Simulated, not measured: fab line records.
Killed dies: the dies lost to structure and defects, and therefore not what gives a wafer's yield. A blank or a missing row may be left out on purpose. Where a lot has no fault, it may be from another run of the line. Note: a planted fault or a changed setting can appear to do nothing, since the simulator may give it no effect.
Chamber matching || flow nand_harc || NHARC_P_GATE_ETCH_32 on rie_si-04: 4 sister chambers
The step etches the open film in HBr/Cl2, target depth 150 nm, time 100.1 s. 8 wafers are shown with their chamber, then 9 later ones without.

## WAFERS WITH THEIR CHAMBER
{"wafer": "L080.3", "chamber": 0, "drypump_motor_current_A (A)": 5.6, "oes_product_au (a.u.)": 0.992}
{"wafer": "L084.6", "chamber": 1, "drypump_motor_current_A (A)": 6.4, "oes_product_au (a.u.)": 0.991}
{"wafer": "L087.1", "chamber": 3, "drypump_motor_current_A (A)": 6.1, "oes_product_au (a.u.)": 1.008}
{"wafer": "L087.4", "chamber": 2, "drypump_motor_current_A (A)": 5.9, "oes_product_au (a.u.)": 1.015}
{"wafer": "L087.6", "chamber": 0, "drypump_motor_current_A (A)": 5.6, "oes_product_au (a.u.)": 0.997}
{"wafer": "L088.1", "chamber": 2, "drypump_motor_current_A (A)": 5.9, "oes_product_au (a.u.)": 1.002}
{"wafer": "L088.3", "chamber": 1, "drypump_motor_current_A (A)": 6.4, "oes_product_au (a.u.)": 1.007}
{"wafer": "L088.5", "chamber": 3, "drypump_motor_current_A (A)": 6.0, "oes_product_au (a.u.)": 1.005}

## WAFERS WITH NO CHAMBER GIVEN
{"wafer": "L089.1", "drypump_motor_current_A (A)": 5.6, "oes_product_au (a.u.)": 0.986}
{"wafer": "L089.4", "drypump_motor_current_A (A)": 6.0, "oes_product_au (a.u.)": 0.993}
{"wafer": "L089.5", "drypump_motor_current_A (A)": 5.6, "oes_product_au (a.u.)": 0.988}
{"wafer": "L095.1", "drypump_motor_current_A (A)": 6.1, "oes_product_au (a.u.)": 0.997}
{"wafer": "L095.3", "drypump_motor_current_A (A)": 5.6, "oes_product_au (a.u.)": 1.002}
{"wafer": "L095.5", "drypump_motor_current_A (A)": 6.4, "oes_product_au (a.u.)": 1.003}
{"wafer": "L096.3", "drypump_motor_current_A (A)": 5.6, "oes_product_au (a.u.)": 1.004}
{"wafer": "L096.5", "drypump_motor_current_A (A)": 5.6, "oes_product_au (a.u.)": 0.998}
{"wafer": "L096.6", "drypump_motor_current_A (A)": 6.1, "oes_product_au (a.u.)": 1.008}

## WHICH CHAMBER EACH ONE RAN IN
{"wafer": "L089.1", "from the rows above": 0, "in truth": 0}
{"wafer": "L089.4", "from the rows above": "can't be placed: 3 or 2", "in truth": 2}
{"wafer": "L089.5", "from the rows above": 0, "in truth": 0}
{"wafer": "L095.1", "from the rows above": 3, "in truth": 3}
{"wafer": "L095.3", "from the rows above": 0, "in truth": 0}
{"wafer": "L095.5", "from the rows above": 1, "in truth": 1}
{"wafer": "L096.3", "from the rows above": 0, "in truth": 0}
{"wafer": "L096.5", "from the rows above": 0, "in truth": 0}
{"wafer": "L096.6", "from the rows above": 3, "in truth": 3}
8 of 9 placed correctly. These rows do not allow placing 1 (true chamber among the candidates in 1). 0 placed wrongly.
How it was worked out, from the rows above alone: a wafer's distance from a chamber is the root of the sum, over the readings, of the square of ((its reading less the chamber's mean) divided by the reading's scatter). If the next closest chamber is less than 2 further off than the closest, the wafer can't be placed; otherwise it belongs to the closest. The mean given for a chamber averages the wafers shown for that chamber. The scatter is the square root of a quotient: the sum, over the shown wafers, of each reading's squared deviation from its chamber's mean, divided by wafers minus chambers.
